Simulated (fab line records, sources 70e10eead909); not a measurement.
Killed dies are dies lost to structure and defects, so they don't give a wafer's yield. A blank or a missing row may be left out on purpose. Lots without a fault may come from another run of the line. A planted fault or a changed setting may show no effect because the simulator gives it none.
Chamber matching | flow nand_harc | NHARC_P_CONTACT_ETCH_31 on rie_diel-12: 4 sister chambers
The step etches the open film in CH3F/O2, target depth 30 nm, time 85.7 s. 14 wafers are shown with their chamber, then 7 later ones without.

WAFERS WITH THEIR CHAMBER
wafer  | chamber | rf_vpp_V (V) | oes_product_au (a.u.) | throttle_valve_pct (%)
L319.1 | 2       | 242.3        | 0.992                 | 20.654
L319.4 | 0       | 243.3        | 0.995                 | 20.675
L319.6 | 3       | 246.7        | 0.971                 | 20.657
L318.1 | 0       | 243.8        | 0.988                 | 20.655
L318.2 | 2       | 244.1        | 0.986                 | 20.657
L318.6 | 1       | 244.8        | 0.984                 | 20.668
L316.1 | 0       | 243.0        | 0.992                 | 20.661
L316.5 | 0       | 242.8        | 0.984                 | 20.655
L316.6 | 3       | 246.8        | 0.980                 | 20.672
L322.4 | 3       | 247.2        | 0.989                 | 20.670
L322.5 | 3       | 248.5        | 0.985                 | 20.665
L322.6 | 2       | 243.3        | 0.996                 | 20.667
L321.4 | 2       | 243.9        | 0.993                 | 20.653
L321.5 | 3       | 247.4        | 0.976                 | 20.650

SIGNATURES (means of the wafers above)
reading            | chamber 0 | chamber 1 | chamber 2 | chamber 3 | scatter within a chamber
rf_vpp_V           | 243.225   | 244.800   | 243.400   | 247.320   | 0.678
oes_product_au     | 0.98975   | 0.98400   | 0.99175   | 0.98020   | 0.00569
throttle_valve_pct | 20.66150  | 20.66800  | 20.65775  | 20.66280  | 0.00854
Rule: a wafer's distance from a chamber is the root of the sum, over the readings, of the square of ((its reading less the chamber's mean) divided by the reading's scatter). The wafer belongs to the nearest chamber; if the next one is less than 2 further off, it can't be placed. The scatter: the root of (the sum of the squares of (reading less its chamber's mean) over the shown wafers, divided by (wafers less chambers)).

WAFERS WITHOUT THEIR CHAMBER
wafer  | rf_vpp_V (V) | oes_product_au (a.u.) | throttle_valve_pct (%)
L321.6 | 244.4        | 0.984                 | 20.656
L324.1 | 246.3        | 0.977                 | 20.661
L324.2 | 242.7        | 0.994                 | 20.664
L324.5 | 246.9        | 0.978                 | 20.666
L327.1 | 243.1        | 0.999                 | 20.653
L329.1 | 246.0        | 0.976                 | 20.664
L329.2 | 241.2        | 0.973                 | 20.668

WHICH CHAMBER EACH WENT THROUGH
wafer  | from the rows above          | in truth
L321.6 | can't be placed: 1 or 2 or 0 | 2
L324.1 | can't be placed: 3 or 1      | 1
L324.2 | can't be placed: 0 or 2      | 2
L324.5 | 3                            | 3
L327.1 | can't be placed: 2 or 0      | 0
L329.1 | can't be placed: 3 or 1      | 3
L329.2 | can't be placed: 0 or 2 or 1 | 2
Placed correctly: 1 of 7. Can't be placed from these rows: 6 (the true chamber is among the candidates in 6). Placed wrongly: 0.
